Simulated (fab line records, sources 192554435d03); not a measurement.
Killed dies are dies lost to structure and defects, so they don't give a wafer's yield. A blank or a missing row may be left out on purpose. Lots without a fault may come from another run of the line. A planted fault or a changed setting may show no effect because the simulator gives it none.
fab line records | flow n5_finfet
record lots=6 wafers=18 last_day=19
route steps=1938 shown BEOL_M0_SAQP@683 BEOL_M4@1111 PASSIVATION@1936
lots that met no fault: from a run of the same line without faults
start_h: hours from the record's first day to the start of the lot's first wafer shown | wait_h: hours since the lot's step before | " the same as in the row above | L1.1+2: a row that stands for several wafers | - no value, or no start given | * or withheld: withheld | < > ~ a bound
route shown NAME@n: a module of which the file shows steps, and the number in the route of the first | usual: mean/standard deviation of fault-free wafers | same: alike in all rows | chamber/n: place in a boat | sites: the reading at each site | _std_site: their standard deviation | _edge_site: outer sites' mean less inner sites' | radius_mm: how far each site lies from the wafer's centre | mask NAME#n: copy n | behind: the tool/chamber that last shaped the wafer | hold: why the lot was held/for how many hours/how that ended | device: the transistor (n, p or np) that didn't switch | end of line: the same wafers' tests at the end of the route | a step without rows: its recipe alone | killed: dies lost to structure and defects at the first sort, not the wafer's yield | map: a wafer's dies, x killed, . not, _ none there
set.NAME: the setting as run; set.NAME@STEP: as run at that earlier step | model.NAME: the simulator's own value behind a step, which no gauge read
lots at some steps of the route; a table a step, a row a wafer
services: from which hour (start_h, from the record's first day; less than 0 if before it) a tool's chamber was out of use, for how many hours, and why
## steps
# step N5_BEOL_M0_SAQP_COAT_34
# recipe resist=CAR-EUV spin_rpm=1500 resist_thk_nm=30
# step N5_BEOL_M0_SAQP_EBR_36
# recipe solvent=PGMEA ebr_width_mm=1.5
# step N5_BEOL_M0_SAQP_SOFTBAKE_35
# recipe temp_c=110 time_s=60 resist=CAR-EUV
# step N5_BEOL_M0_SAQP_EXPOSE_37
# recipe mask_id=M0_CUT1 na=0.33 source_shape=annular sigma_inner=0.35 sigma_outer=0.8 polarization=unpolarized target_cd_nm=30 dose_mj=44.75
# step N5_BEOL_M0_SAQP_PEB_38
# recipe peb_temp_c=100 peb_time_s=60 resist=CAR-EUV
# step N5_BEOL_M0_SAQP_DEVELOP_39
# recipe develop_time_s=30 developer=TMAH resist=CAR-EUV rinse_liquid=surfactant_rinse dry=air_spin dev_temp_c=23
# step N5_BEOL_M0_SAQP_CD_MEAS_40
# recipe target_cd_nm=30 landing_energy_ev=500 detector=se_inlens
# usual cd_nm=29.95/0.23
# same landing_energy_ev=500
# columns lot.wafer tool chamber start_h wait_h cd_nm
L764.2 cd_sem-01 0 153.83 - 29.71
L764.4 " 0 " " 29.96
L764.5 " 0 " " 30.11
L771.1 cd_sem-02 0 197.27 - 29.52
L771.4 " 0 " " 29.93
L771.6 " 0 " " 29.89
L772.2 cd_sem-01 0 203.34 - 29.46
L772.5 " 0 " " 30.12
L772.6 " 0 " " 29.88
L775.1 cd_sem-02 0 218.52 - 29.84
L775.2 " 0 " " 29.36
L775.3 " 0 " " 29.79
L776.1 cd_sem-01 0 224.62 - 29.97
L776.4 " 0 " " 29.67
L776.6 " 0 " " 29.82
L780.2 cd_sem-01 0 254.74 - 29.92
L780.4 " 0 " " 29.69
L780.6 " 0 " " 29.81
# step N5_BEOL_M0_SAQP_OVL_MEAS_41
# recipe points_per_wafer=522
# usual M0_CUT1_OVL=-0.5/0.62
# columns lot.wafer tool chamber start_h wait_h M0_CUT1_OVL[nm]
L764.2 overlay-01 0 153.87 0.0 -0.5
L764.4 " 0 " " -0.7
L764.5 " 0 " " -0.1
L771.1 overlay-02 0 197.30 0.0 1.0
L771.4 " 0 " " -0.1
L771.6 " 0 " " -0.9
L772.2 overlay-02 0 203.38 0.0 0.0
L772.5 " 0 " " -0.5
L772.6 " 0 " " 0.4
L775.1 overlay-01 0 218.55 0.0 0.5
L775.2 " 0 " " -0.1
L775.3 " 0 " " 0.0
L776.1 overlay-02 0 224.66 0.0 -0.6
L776.4 " 0 " " -0.3
L776.6 " 0 " " -1.2
L780.2 overlay-02 0 254.78 0.0 -1.0
L780.4 " 0 " " -0.6
L780.6 " 0 " " -0.1
# step N5_BEOL_M0_SAQP_INSPECT_42
# recipe mode=adi inspect_instrument=brightfield
# usual raw_defect_count=306/90
# columns lot.wafer tool chamber start_h wait_h raw_defect_count
L764.2 defect_inspect-01 - 153.92 0.0 200
L764.4 " - " " 171
L764.5 " - " " 219
L771.1 defect_inspect-02 - 197.36 0.1 320
L771.4 " - " " 151
L771.6 " - " " 186
L772.2 defect_inspect-02 - 203.43 0.0 400
L772.5 " - " " 260
L772.6 " - " " 308
L775.1 defect_inspect-02 - 218.61 0.1 254
L775.2 " - " " 181
L775.3 " - " " 257
L776.1 defect_inspect-02 - 224.71 0.1 151
L776.4 " - " " 251
L776.6 " - " " 209
L780.2 defect_inspect-01 - 254.83 0.0 240
L780.4 " - " " 220
L780.6 " - " " 339
# step N5_BEOL_M0_SAQP_DESCUM_45
# recipe chemistry=O2 time_s=7 source_power_w=50 bias_power_w=20 pressure_mtorr=20 rf_frequency_hz=2.712e+07 temp_c=40 resist=CAR-EUV o2_flow_sccm=225
# usual drypump_motor_current_A=5.6/0.4 oes_product_au=0.78/0.079 rf_vpp_V=243.2/1.2 showerhead_plenum_p_Torr=2.09/0.057 throttle_valve_pct=20.41/0.21
# columns lot.wafer tool chamber start_h wait_h drypump_motor_current_A oes_product_au rf_hours_counter_h rf_vpp_V showerhead_plenum_p_Torr throttle_valve_pct
L764.2 rie_diel-05 2 153.95 0.0 6.2 0.85 52 243.7 2.13 20.14
L764.4 " 3 " " 5.1 0.68 234 244.3 2.06 20.68
L764.5 " 2 " " 6.2 0.84 - 241.8 2.13 20.14
L771.1 rie_diel-02 1 197.40 0.0 5.6 0.84 51 242.8 2.03 20.37
L771.4 " 0 " " 5.1 0.68 200 243.2 2.16 20.76
L771.6 " 0 " " 5.1 0.69 - 245.6 2.16 20.77
L772.2 rie_diel-06 2 203.67 0.2 5.7 0.75 181 242.7 2.16 20.43
L772.5 " 3 " " 5.6 0.71 - 244.1 2.18 20.64
L772.6 " 0 " " 5.2 0.80 - 243.2 2.02 20.61
L775.1 rie_diel-06 0 218.78 0.2 5.2 0.80 119 242.1 2.02 20.62
L775.2 " 2 " " 5.6 0.73 185 244.2 2.16 20.42
L775.3 " 3 " " 5.6 0.70 192 244.8 2.18 20.66
L776.1 rie_diel-02 2 224.75 0.0 6.1 0.75 170 244.0 2.10 20.43
L776.4 " 2 " " 6.0 0.74 - 243.7 2.10 20.45
L776.6 " 3 " " 5.6 0.93 - 243.2 2.04 20.11
L780.2 rie_diel-02 2 255.56 0.7 6.0 0.73 181 241.6 2.09 20.46
L780.4 " 0 " " 5.1 0.69 207 244.3 2.16 20.77
L780.6 " 0 " " 5.1 0.68 - 244.9 2.16 20.76
# step N5_BEOL_M0_SAQP_ETCH_88
# recipe chemistry=N2/H2 target=underlayer target_depth_a=65 time_s=5.2 ion_energy_ev=200 mask_material=CAR-EUV pressure_mtorr=30 source_w=840 bias_w=150 n2_flow_sccm=200 h2_flow_sccm=200 ends=cleared
# usual bias_w=150.1/0.49 chamber_pressure_mTorr=30.00/0.036 drypump_motor_current_A=5.6/0.4 etch_rf_on_time_s=5.19/0.16 n2_flow_sccm=200.0/0.63 oes_product_au=0.67/0.064 rf_vpp_V=523.9/2.2 showerhead_plenum_p_Torr=2.55/0.066 throttle_valve_pct=17.86/0.24
# columns lot.wafer tool chamber start_h wait_h bias_w chamber_pressure_mTorr drypump_motor_current_A etch_rf_on_time_s n2_flow_sccm oes_product_au rf_hours_counter_h rf_vpp_V showerhead_plenum_p_Torr throttle_valve_pct
L764.2 rie_diel-05 2 153.99 0.0 149.6 29.95 6.2 5.09 199.1 0.73 52 527.1 2.61 17.57
L764.4 " 3 " " 149.7 30.03 5.1 5.33 199.5 0.58 234 522.3 2.49 18.11
L764.5 " 2 " " 150.2 29.98 6.2 5.05 199.7 0.74 - 524.9 2.61 17.59
L771.1 rie_diel-02 1 197.43 0.0 151.2 29.94 5.6 5.39 198.9 0.71 51 522.7 2.49 17.87
L771.4 " 0 " " 149.7 29.99 5.1 5.30 199.7 0.59 200 528.6 2.61 18.17
L771.6 " 0 " " 149.4 30.03 5.1 5.35 200.6 0.59 - 527.9 2.61 18.16
L772.2 rie_diel-06 2 203.70 0.0 150.1 29.96 5.6 5.20 199.9 0.63 181 526.1 2.64 17.98
L772.5 " 3 " " 150.8 30.02 5.6 5.50 199.3 0.60 - 527.4 2.63 17.97
L772.6 " 0 " " 149.8 29.96 5.2 5.17 199.8 0.68 - 523.1 2.46 18.09
L775.1 rie_diel-06 0 218.81 0.0 149.3 30.04 5.2 5.21 201.1 0.66 119 521.8 2.46 18.11
L775.2 " 2 " " 149.1 29.97 5.6 5.23 200.4 0.63 185 525.3 2.63 18.00
L775.3 " 3 " " 149.7 29.95 5.6 5.41 199.9 0.60 192 525.4 2.63 17.98
L776.1 rie_diel-02 2 224.78 0.0 149.7 29.99 6.0 5.07 200.1 0.65 170 524.4 2.54 17.81
L776.4 " 2 " " 150.3 29.90 6.0 5.03 199.8 0.65 - 523.6 2.54 17.85
L776.6 " 3 " " 149.7 29.96 5.7 5.05 200.9 0.80 - 523.5 2.50 17.72
L780.2 rie_diel-02 2 255.59 0.0 150.6 30.04 6.1 5.05 199.8 0.64 181 524.6 2.53 17.82
L780.4 " 0 " " 149.7 29.99 5.1 5.29 200.3 0.59 207 525.8 2.61 18.18
L780.6 " 0 " " 150.1 30.02 5.1 5.28 200.5 0.59 - 526.9 2.61 18.18
# step N5_BEOL_M0_SAQP_ETCH_73
# recipe chemistry=CF4 target=SiARC target_depth_a=195 mask_material=CAR-EUV time_s=32.5 ion_energy_ev=80 pressure_mtorr=40 source_w=545 bias_w=36 Ar_flow_sccm=100 cf4_flow_sccm=100 ends=cleared
# usual bias_w=36.00/0.11 cf4_flow_sccm=100.07/0.26 drypump_motor_current_A=5.6/0.4 etch_rf_on_time_s=32.5/0.91 mfc_ar_sccm=100.0/0.31 oes_product_au=0.67/0.064 rf_vpp_V=184.1/1 showerhead_plenum_p_Torr=2.14/0.054 throttle_valve_pct=15.62/0.25
# columns lot.wafer tool chamber start_h wait_h bias_w cf4_flow_sccm drypump_motor_current_A etch_rf_on_time_s mfc_ar_sccm oes_product_au rf_hours_counter_h rf_vpp_V showerhead_plenum_p_Torr throttle_valve_pct
L764.2 rie_diel-05 2 154.00 0.0 36.06 100.00 6.2 31.6 100.3 0.74 52 183.9 2.16 15.18
L764.4 " 3 " " 36.17 100.21 5.1 32.9 99.8 0.59 234 184.3 2.13 15.99
L764.5 " 2 " " 35.94 100.34 6.2 31.8 100.1 0.73 - 184.6 2.16 15.17
L771.1 rie_diel-02 1 197.45 0.0 36.08 99.48 5.7 33.0 99.7 0.72 51 182.4 2.09 15.68
L771.4 " 0 " " 35.84 100.01 5.1 33.3 100.2 0.59 200 183.8 2.22 16.02
L771.6 " 0 " " 35.80 100.38 5.1 33.0 99.5 0.60 - 184.7 2.22 16.03
L772.2 rie_diel-06 2 203.72 0.0 36.09 99.47 5.7 32.3 100.0 0.63 181 183.8 2.23 15.65
L772.5 " 3 " " 35.94 99.76 5.7 34.2 99.8 0.60 - 184.7 2.21 15.81
L772.6 " 0 " " 35.86 100.29 5.2 32.9 100.0 0.67 - 184.1 2.08 15.83
L775.1 rie_diel-06 0 218.83 0.0 36.22 99.47 5.2 32.4 100.4 0.68 119 184.7 2.08 15.83
L775.2 " 2 " " 36.01 100.22 5.6 32.5 100.0 0.63 185 185.7 2.23 15.67
L775.3 " 3 " " 35.99 99.82 5.6 34.1 100.3 0.60 192 185.3 2.21 15.80
L776.1 rie_diel-02 2 224.80 0.0 35.85 99.91 6.0 31.8 99.6 0.64 170 183.7 2.13 15.61
L776.4 " 2 " " 36.11 100.13 6.0 31.6 100.1 0.65 - 182.0 2.13 15.60
L776.6 " 3 " " 35.89 100.27 5.6 31.1 100.2 0.80 - 183.2 2.08 15.26
L780.2 rie_diel-02 2 255.61 0.0 36.15 100.45 6.1 31.7 99.6 0.64 181 184.7 2.12 15.64
L780.4 " 0 " " 36.07 100.13 5.1 33.5 99.7 0.58 207 186.7 2.22 16.03
L780.6 " 0 " " 36.13 99.99 5.1 33.3 100.1 0.59 - 184.7 2.22 16.03
# step N5_BEOL_M0_SAQP_CUT_ETCH_46
# recipe chemistry=N2/H2 target=SOC target_depth_a=1350 overetch_a=270 temp_c=40 time_s=202.5 ion_energy_ev=200 mask_material=SiARC pressure_mtorr=30 source_w=840 bias_w=150 n2_flow_sccm=200 h2_flow_sccm=200
# usual bias_w=150.0/0.41 chamber_pressure_mTorr=29.998/0.027 drypump_motor_current_A=5.6/0.4 n2_flow_sccm=200.0/0.56 rf_vpp_V=524.0/1.9 showerhead_plenum_p_Torr=2.55/0.066 throttle_valve_pct=17.81/0.24
# columns lot.wafer tool chamber start_h wait_h bias_w chamber_pressure_mTorr drypump_motor_current_A n2_flow_sccm rf_hours_counter_h rf_vpp_V showerhead_plenum_p_Torr throttle_valve_pct model.SiARC_of_BEOL_M0_SAQP_COAT_72.thk_nm model.underlayer_of_BEOL_M0_SAQP_COAT_87.thk_nm
L764.2 rie_diel-05 2 154.04 0.0 150.1 29.998 6.2 200.2 52 526.0 2.61 17.54 4.4 0
L764.4 " 3 " " 150.7 30.033 5.1 201.1 234 522.7 2.49 18.10 5.2 0
L764.5 " 2 " " 149.8 29.948 6.2 200.2 - 525.3 2.61 17.54 4.4 0
L771.1 rie_diel-02 1 197.48 0.0 - - - - - - - - 15 5
L771.4 " 0 " " - - - - - - - - 15 5
L771.6 " 0 " " - - - - - - - - 15 5
L772.2 rie_diel-06 2 203.75 0.0 - - - - - - - - 15 5
L772.5 " 3 " " - - - - - - - - 15 5
L772.6 " 0 " " - - - - - - - - 15 5
L775.1 rie_diel-06 0 218.86 0.0 149.5 30.010 5.2 200.3 119 523.2 2.46 18.07 4.6 0
L775.2 " 2 " " 149.2 30.005 5.6 199.3 185 526.2 2.63 17.94 5 0
L775.3 " 3 " " 149.7 30.015 5.6 199.3 192 526.6 2.63 17.94 5.4 0
L776.1 rie_diel-02 2 224.83 0.0 149.6 30.002 6.0 199.1 170 523.3 2.54 17.77 4.6 0
L776.4 " 2 " " 149.2 30.021 6.0 200.0 - 522.9 2.54 17.75 4.8 0
L776.6 " 3 " " 149.5 29.972 5.6 200.3 - 523.5 2.50 17.68 4.6 0
L780.2 rie_diel-02 2 255.64 0.0 149.8 29.969 6.0 199.7 181 525.1 2.53 17.80 4.6 0
L780.4 " 0 " " 149.9 29.973 5.1 199.9 207 525.8 2.61 18.13 5 0
L780.6 " 0 " " 150.0 29.960 5.1 198.6 - 524.3 2.61 18.15 5 0
# step N5_BEOL_M0_SAQP_STRIP_74
# recipe chemistry=N2/H2 temp_c=40 n2_flow_sccm=200 h2_flow_sccm=200 rf_frequency_hz=6e+07
# step N5_BEOL_M4_RC_MEAS_101
# usual DIBL_N=36.5/1.9 DIBL_P=36.4/2.2 IOFF_N=0.17/0.034 IOFF_P=0.21/0.036 ION_N=678/12 ION_P=462/7.1 SS_N=71.7/0.61 SS_P=73.4/0.71 VT_N=249/3.5 VT_P=-251/3
# columns lot.wafer tool chamber start_h wait_h DIBL_N[mV/V] DIBL_P[mV/V] IOFF_N[nA/um] IOFF_P[nA/um] ION_N[uA/um] ION_P[uA/um] SS_N[mV/dec] SS_P[mV/dec] VT_N[mV] VT_P[mV]
L764.2 prober-02 0 238.22 0.2 36.5 36.4 0.17 0.23 671 466 71.7 73.5 248 -246
L764.4 " 0 " " 36.0 35.3 0.16 0.21 675 459 71.6 73.5 248 -253
L764.5 " 0 " " 36.5 35.6 0.17 0.22 676 467 71.7 73.3 247 -247
L776.1 prober-01 0 297.96 0.0 38.3 40.4 0.22 0.26 690 464 72.9 74.2 246 -249
L776.4 " 0 " " 39.2 41.2 0.25 0.26 698 466 73.2 74.2 243 -249
L776.6 " 0 " " 37.7 39.8 0.20 0.23 685 468 73.0 73.7 248 -250
L775.1 prober-01 0 307.10 0.0 33.9 34.5 0.13 0.16 677 457 71.3 73.2 256 -256
L775.2 " 0 " " 35.0 36.1 0.15 0.18 666 455 71.2 74.0 251 -254
L775.3 " 0 " " 30.1 30.3 0.09 0.12 664 455 70.3 71.6 258 -260
L780.2 prober-01 0 347.86 0.2 34.2 32.5 0.13 0.18 671 463 71.7 73.3 252 -253
L780.4 " 0 " " 35.5 34.0 0.16 0.20 673 467 70.7 74.2 249 -252
L780.6 " 0 " " 35.3 33.4 0.15 0.18 683 462 71.6 73.3 251 -252
# step N5_PASSIVATION_PROBE_49
# usual defect_limited_yield=91.0/1.5 killed_at_M0_to_M3=35/11 killed_at_M4_up=13/5 killed_at_contacts=12/5.9 killed_at_front_end=42/13 killed_at_other=3/3.2 killed_dies=106/18 killed_on_rim=14/4.2 killed_open=69/13 killed_short=35/8.9 sort_bin_5_function=5.2/0.95 sort_bin_6_memory=3.3/0.71 sort_n_pass=1074/18 sort_yield_pct=91.0/1.5
# same gross_dies=1180 killed_at_back_side=0 sort_bin_4_leakage[%]=0 sort_bin_8_speed[%]=0
# columns lot.wafer tool chamber start_h wait_h defect_limited_yield[%] killed_at_M0_to_M3 killed_at_M4_up killed_at_contacts killed_at_front_end killed_at_other killed_dies killed_on_rim killed_open killed_short sort_bin_5_function[%] sort_bin_6_memory[%] sort_n_pass sort_yield_pct[%]
L771.1 prober-01 - 392.04 0.0 0 1116 17 16 29 2 1180 152 72 22 97.1 2.7 0 0
L771.4 prober-01 - 392.19 0.2 0 1118 11 7 40 4 1180 152 58 24 97.2 2.6 0 0
L771.6 prober-01 - 392.29 0.3 0 1104 12 13 39 12 1180 152 59 41 95.9 3.3 0 0
L772.2 prober-02 - 402.39 0.1 0 1115 7 16 36 6 1180 152 63 21 97.4 2.5 0 0
L772.5 prober-02 - 402.54 0.2 0 1111 13 10 41 5 1180 152 66 29 97.2 2.5 0 0
L772.6 prober-02 - 402.59 0.3 0 1137 8 6 29 0 1180 152 46 21 97.8 2.2 0 0
# killed by level:class
L771.1 BEOL_M0_SAQP:area_etch=1086 MOL_CONTACT_COAG:geometric_particle:open=13 FIN_SAQP:geometric_particle:open=11 BEOL_M1:geometric_particle:open=10 BEOL_M3:geometric_particle:open=8 STI_FIN_REVEAL:geometric_particle:open=7 BEOL_M4:geometric_particle:open=7 BEOL_M0_SAQP:geometric_particle:short=5
L771.4 BEOL_M0_SAQP:area_etch=1098 FIN_SAQP:geometric_particle:open=11 BEOL_M4:geometric_particle:open=7 DUMMY_GATE:geometric_particle:open=6 GATE_CUT:geometric_particle:short=5 BEOL_M1:geometric_particle:open=5 STI_FIN_REVEAL:geometric_particle:open=4 MOL_CONTACT_COAG:geometric_particle:open=4
L771.6 BEOL_M0_SAQP:area_etch=1078 STI_FIN_REVEAL:geometric_particle:open=10 MOL_CONTACT_COAG:geometric_particle:open=9 GATE_CUT:geometric_particle:short=6 BEOL_M0_SAQP:geometric_particle:open=6 MIM_TOP_ETCH:geometric_particle:short=5 MIM_TOP_ETCH:geometric_particle:open=5 MOL_CONTACT_COAG:geometric_particle:short=4
L772.2 BEOL_M0_SAQP:area_etch=1095 MOL_CONTACT_COAG:geometric_particle:open=15 FIN_SAQP:geometric_particle:open=11 STI_FIN_REVEAL:geometric_particle:open=6 FIN_SAQP:geometric_particle:short=5 BEOL_M0:geometric_particle:open=5 BEOL_M2:geometric_particle:open=5 STARTING-WAFER:geometric_particle:open=5
L772.5 BEOL_M0_SAQP:area_etch=1085 FIN_SAQP:geometric_particle:open=12 BEOL_M4:geometric_particle:open=8 STI_FIN_REVEAL:geometric_particle:open=5 MOL_CONTACT_COAG:geometric_particle:short=5 MOL_CONTACT_COAG:geometric_particle:open=5 BEOL_M1:geometric_particle:open=5 BEOL_M2:geometric_particle:open=5
L772.6 BEOL_M0_SAQP:area_etch=1110 BEOL_M3:geometric_particle:open=12 STI_FIN_REVEAL:geometric_particle:open=8 BEOL_M0_SAQP:geometric_particle:open=6 FIN_SAQP:geometric_particle:open=4 MOL_CONTACT_COAG:geometric_particle:open=4 BEOL_M0_SAQP:geometric_particle:short=4 STARTING-WAFER:geometric_particle:short=3
# map L771.1 (x killed, . not)
_________________xxxxxxxxxxxx________________
______________xxxxxxxxxxxxxxxxxx_____________
___________xxxxxxxxxxxxxxxxxxxxxxxx__________
__________xxxxxxxxxxxxxxxxxxxxxxxxxx_________
________xxxxxxxxxxxxxxxxxxxxxxxxxxxxxx_______
_______xxxxxxxxxxxxxxxxxxxxxxxxxxxxxxxx______
______xxxxxxxxxxxxxxxxxxxxxxxxxxxxxxxxxx_____
_____xxxxxxxxxxxxxxxxxxxxxxxxxxxxxxxxxxxx____
____xxxxxxxxxxxxxxxxxxxxxxxxxxxxxxxxxxxxxx___
___xxxxxxxxxxxxxxxxxxxxxxxxxxxxxxxxxxxxxxxx__
___xxxxxxxxxxxxxxxxxxxxxxxxxxxxxxxxxxxxxxxx__
__xxxxxxxxxxxxxxxxxxxxxxxxxxxxxxxxxxxxxxxxxx_
__xxxxxxxxxxxxxxxxxxxxxxxxxxxxxxxxxxxxxxxxxx_
_xxxxxxxxxxxxxxxxxxxxxxxxxxxxxxxxxxxxxxxxxxxx
_xxxxxxxxxxxxxxxxxxxxxxxxxxxxxxxxxxxxxxxxxxxx
_xxxxxxxxxxxxxxxxxxxxxxxxxxxxxxxxxxxxxxxxxxxx
_xxxxxxxxxxxxxxxxxxxxxxxxxxxxxxxxxxxxxxxxxxxx
_xxxxxxxxxxxxxxxxxxxxxxxxxxxxxxxxxxxxxxxxxxxx
_xxxxxxxxxxxxxxxxxxxxxxxxxxxxxxxxxxxxxxxxxxxx
_xxxxxxxxxxxxxxxxxxxxxxxxxxxxxxxxxxxxxxxxxxxx
_xxxxxxxxxxxxxxxxxxxxxxxxxxxxxxxxxxxxxxxxxxxx
__xxxxxxxxxxxxxxxxxxxxxxxxxxxxxxxxxxxxxxxxxx_
__xxxxxxxxxxxxxxxxxxxxxxxxxxxxxxxxxxxxxxxxxx_
___xxxxxxxxxxxxxxxxxxxxxxxxxxxxxxxxxxxxxxxx__
___xxxxxxxxxxxxxxxxxxxxxxxxxxxxxxxxxxxxxxxx__
____xxxxxxxxxxxxxxxxxxxxxxxxxxxxxxxxxxxxxx___
_____xxxxxxxxxxxxxxxxxxxxxxxxxxxxxxxxxxxx____
______xxxxxxxxxxxxxxxxxxxxxxxxxxxxxxxxxx_____
_______xxxxxxxxxxxxxxxxxxxxxxxxxxxxxxxx______
________xxxxxxxxxxxxxxxxxxxxxxxxxxxxxx_______
__________xxxxxxxxxxxxxxxxxxxxxxxxxx_________
___________xxxxxxxxxxxxxxxxxxxxxxxx__________
______________xxxxxxxxxxxxxxxxxx_____________
_________________xxxxxxxxxxxx________________
# map L772.2 (x killed, . not)
_________________xxxxxxxxxxxx________________
______________xxxxxxxxxxxxxxxxxx_____________
___________xxxxxxxxxxxxxxxxxxxxxxxx__________
__________xxxxxxxxxxxxxxxxxxxxxxxxxx_________
________xxxxxxxxxxxxxxxxxxxxxxxxxxxxxx_______
_______xxxxxxxxxxxxxxxxxxxxxxxxxxxxxxxx______
______xxxxxxxxxxxxxxxxxxxxxxxxxxxxxxxxxx_____
_____xxxxxxxxxxxxxxxxxxxxxxxxxxxxxxxxxxxx____
____xxxxxxxxxxxxxxxxxxxxxxxxxxxxxxxxxxxxxx___
___xxxxxxxxxxxxxxxxxxxxxxxxxxxxxxxxxxxxxxxx__
___xxxxxxxxxxxxxxxxxxxxxxxxxxxxxxxxxxxxxxxx__
__xxxxxxxxxxxxxxxxxxxxxxxxxxxxxxxxxxxxxxxxxx_
__xxxxxxxxxxxxxxxxxxxxxxxxxxxxxxxxxxxxxxxxxx_
_xxxxxxxxxxxxxxxxxxxxxxxxxxxxxxxxxxxxxxxxxxxx
_xxxxxxxxxxxxxxxxxxxxxxxxxxxxxxxxxxxxxxxxxxxx
_xxxxxxxxxxxxxxxxxxxxxxxxxxxxxxxxxxxxxxxxxxxx
_xxxxxxxxxxxxxxxxxxxxxxxxxxxxxxxxxxxxxxxxxxxx
_xxxxxxxxxxxxxxxxxxxxxxxxxxxxxxxxxxxxxxxxxxxx
_xxxxxxxxxxxxxxxxxxxxxxxxxxxxxxxxxxxxxxxxxxxx
_xxxxxxxxxxxxxxxxxxxxxxxxxxxxxxxxxxxxxxxxxxxx
_xxxxxxxxxxxxxxxxxxxxxxxxxxxxxxxxxxxxxxxxxxxx
__xxxxxxxxxxxxxxxxxxxxxxxxxxxxxxxxxxxxxxxxxx_
__xxxxxxxxxxxxxxxxxxxxxxxxxxxxxxxxxxxxxxxxxx_
___xxxxxxxxxxxxxxxxxxxxxxxxxxxxxxxxxxxxxxxx__
___xxxxxxxxxxxxxxxxxxxxxxxxxxxxxxxxxxxxxxxx__
____xxxxxxxxxxxxxxxxxxxxxxxxxxxxxxxxxxxxxx___
_____xxxxxxxxxxxxxxxxxxxxxxxxxxxxxxxxxxxx____
______xxxxxxxxxxxxxxxxxxxxxxxxxxxxxxxxxx_____
_______xxxxxxxxxxxxxxxxxxxxxxxxxxxxxxxx______
________xxxxxxxxxxxxxxxxxxxxxxxxxxxxxx_______
__________xxxxxxxxxxxxxxxxxxxxxxxxxx_________
___________xxxxxxxxxxxxxxxxxxxxxxxx__________
______________xxxxxxxxxxxxxxxxxx_____________
_________________xxxxxxxxxxxx________________
## services
# columns tool chamber start_h hours kind
rie_diel-02 - 134.86 0.7 repair
rie_diel-02 3 147.66 - clean
rie_diel-02 3 147.66 - consumable_replace:focus_ring
rie_diel-02 3 147.66 33.6 scheduled_down
rie_diel-02 3 147.66 33.6 vent_cycle
rie_diel-02 3 205.74 6.4 repair
rie_diel-02 0 207.35 34.2 repair
rie_diel-05 3 225.33 - clean
rie_diel-05 3 225.33 - consumable_replace:focus_ring
rie_diel-05 3 225.33 13.3 scheduled_down
rie_diel-05 3 225.33 13.3 vent_cycle
## key
first_sign step=N5_BEOL_M0_SAQP_CUT_ETCH_46 reading=tool_record direction=missing
effect step=N5_PASSIVATION_PROBE_49 reading=killed_at_M0_to_M3 direction=up sigmas=99+ usual=35 struck=1117
model_effect step=N5_BEOL_M0_SAQP_CUT_ETCH_46 value=SiARC_of_BEOL_M0_SAQP_COAT_72.thk_nm without=5.2 struck=15
more_kills_born_at N5_BEOL_M0_SAQP_CUT_ETCH_46@rie_diel-06=3290 N5_BEOL_M0_SAQP_CUT_ETCH_46@rie_diel-02=3262
met_at N5_BEOL_M0_SAQP_CUT_ETCH_46
struck_wafers L771.1,L771.4,L771.6,L772.2,L772.5,L772.6
later_rows_left_out L771.1,L771.4,L771.6,L772.2,L772.5,L772.6
fault kind=skipped_step_whole tool=rie_diel-02,rie_diel-06 chamber=- onset_h=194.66 steps=N5_BEOL_M0_SAQP_CUT_ETCH_46 scope=struck_lots_only
# later_rows_left_out: the simulator's readings of these wafers behind a module that went badly wrong aren't trusted and aren't shown, but for the sort
